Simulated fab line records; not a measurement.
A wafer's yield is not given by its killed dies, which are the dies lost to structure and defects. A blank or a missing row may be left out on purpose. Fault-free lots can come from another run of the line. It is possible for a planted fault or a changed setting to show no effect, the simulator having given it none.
What tool caused it? / flow n5 finfet / 27 wafers sampled from 10 lots at 1 step of a route of 1938

WHAT EACH GAUGE READ, for each wafer
N5_FIN_CUT_CD_MEAS_08 targets a cd of 29.1 nm.
lot=L385; measured=day 2 15:31; on=cd sem-02; cd nm (nm)=29.18 29.61
lot=L387; measured=day 3 02:34; on=cd sem-01; cd nm (nm)=29.26 29.00 29.23
lot=L389; measured=day 3 15:08; on=cd sem-01; cd nm (nm)=29.10 29.27 29.51
lot=L390; measured=day 3 21:35; on=cd sem-03; cd nm (nm)=29.11 29.11 28.60
lot=L392; measured=day 4 10:13; on=cd sem-03; cd nm (nm)=29.14 29.16
lot=L394; measured=day 4 20:44; on=cd sem-02; cd nm (nm)=29.03 28.98 28.95
lot=L395; measured=day 5 01:48; on=cd sem-02; cd nm (nm)=28.86 29.06 29.47
lot=L396; measured=day 5 11:08; on=cd sem-02; cd nm (nm)=29.34 29.19 29.06
lot=L405; measured=day 7 14:22; on=cd sem-01; cd nm (nm)=28.83 29.03 29.23
lot=L406; measured=day 7 22:29; on=cd sem-03; cd nm (nm)=28.89 29.07

WHAT TOOL EACH LOT RAN ON (gives the tool, then ch and the chambers of the sampled wafers, and finally the start)
There is no process step in the record ahead of these readings.

THE ANSWER, worked out from the rows above alone
Rule: what is usual is taken from the lots themselves. The widest of any qualifying gaps counts: lots, ordered by their means at a reading, are off when they make up no more than a third of the lots, leave a main group of 4 or more, and stand apart from it by 3 or more times the standard deviation of that group's means. A main group is skipped when, at the precision printed for the reading in the tables above, its means are all equal. A lot without any number at a reading at which 4 lots or more have one is off too. Where the step has rows for the other lots, those lots are counted as sound.
Across all readings shown, no lot is off: no conclusion can be drawn from this.

WHAT HAD BEEN PUT IN BY THE SIMULATOR
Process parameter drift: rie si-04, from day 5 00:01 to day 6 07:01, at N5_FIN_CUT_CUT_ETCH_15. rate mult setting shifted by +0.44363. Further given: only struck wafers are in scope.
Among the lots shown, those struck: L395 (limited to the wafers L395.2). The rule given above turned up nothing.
